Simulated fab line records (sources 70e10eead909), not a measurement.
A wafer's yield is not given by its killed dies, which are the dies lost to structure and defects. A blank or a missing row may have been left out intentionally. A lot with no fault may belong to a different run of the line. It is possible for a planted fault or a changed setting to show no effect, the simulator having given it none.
One fault seen from 2 desks || flow nandHarc || each desk holds nothing but its own numbers, with what lay behind them at the end

## THE DEFECT DESK
Per lot, the means of the sampled wafers with a number show what the inspections along the route counted. A lot is out of limits, marked OUT, if its mean lies more than 4 standard deviations from the usual mean; the brackets give that distance.
Columns: A = rawDefectCount at NHARC_A_ONON_D2_INSPECT_32, usual 404
{"lot": "L118", "first seen here": "day 12 19:43", "A": 310}
{"lot": "L119", "first seen here": "day 13 07:44", "A": 428}
{"lot": "L120", "first seen here": "day 14 06:19", "A": 575}
{"lot": "L123", "first seen here": "day 14 16:25", "A": 411}
{"lot": "L124", "first seen here": "day 15 11:20", "A": 247}
{"lot": "L126", "first seen here": "day 16 01:08", "A": 600}
{"lot": "L125", "first seen here": "day 16 01:09", "A": 599}
{"lot": "L128", "first seen here": "day 17 03:35", "A": 360}
{"lot": "L127", "first seen here": "day 17 03:37", "A": 540}
{"lot": "L130", "first seen here": "day 17 18:56", "A": 356}
{"lot": "L136", "first seen here": "day 20 05:38", "A": 423}
{"lot": "L137", "first seen here": "day 20 22:23", "A": 417}
Result from this desk: across the 12 lots, nothing is out of limits.

## FROM THE METROLOGY DESK
What the gauges read for every lot (on any tool): the sampled wafers with a number, averaged. A lot is out of limits, marked OUT, if its mean lies more than 4 standard deviations from the usual mean; the brackets give that distance.
Columns: A = thkNm at NHARC_A_ONON_D2_THK_MEAS_34, usual 199.8 nm; B = cdNm at NHARC_A_CHANNEL_HOLE_D2_CD_MEAS_10, usual 100.1 nm
{"lot": "L118", "first seen here": "day 12 19:39", "A": 200.0, "B": 99.8}
{"lot": "L119", "first seen here": "day 13 07:40", "A": 200.3, "B": 99.7}
{"lot": "L120", "first seen here": "day 14 06:14", "A": 196.7, "B": 100.2}
{"lot": "L123", "first seen here": "day 14 16:20", "A": 203.0, "B": 100.4}
{"lot": "L124", "first seen here": "day 15 11:16", "A": 202.5, "B": 100.0}
{"lot": "L126", "first seen here": "day 16 01:03", "A": 200.0, "B": 100.8}
{"lot": "L125", "first seen here": "day 16 01:05", "A": 200.7, "B": 100.0}
{"lot": "L128", "first seen here": "day 17 03:31", "A": 201.4, "B": 99.0}
{"lot": "L127", "first seen here": "day 17 03:33", "A": 197.2, "B": 100.2}
{"lot": "L130", "first seen here": "day 17 18:50", "A": 198.5, "B": 100.3}
{"lot": "L136", "first seen here": "day 20 05:34", "A": 203.3, "B": 101.1}
{"lot": "L137", "first seen here": "day 20 22:19", "A": 201.3, "B": 100.6}
Result from this desk: across the 12 lots, nothing is out of limits.

## BROUGHT TOGETHER
Nothing the defect desk looked at was out of limits.
The metrology desk saw nothing out of limits.

## WHAT THE SIMULATOR HAD INSERTED
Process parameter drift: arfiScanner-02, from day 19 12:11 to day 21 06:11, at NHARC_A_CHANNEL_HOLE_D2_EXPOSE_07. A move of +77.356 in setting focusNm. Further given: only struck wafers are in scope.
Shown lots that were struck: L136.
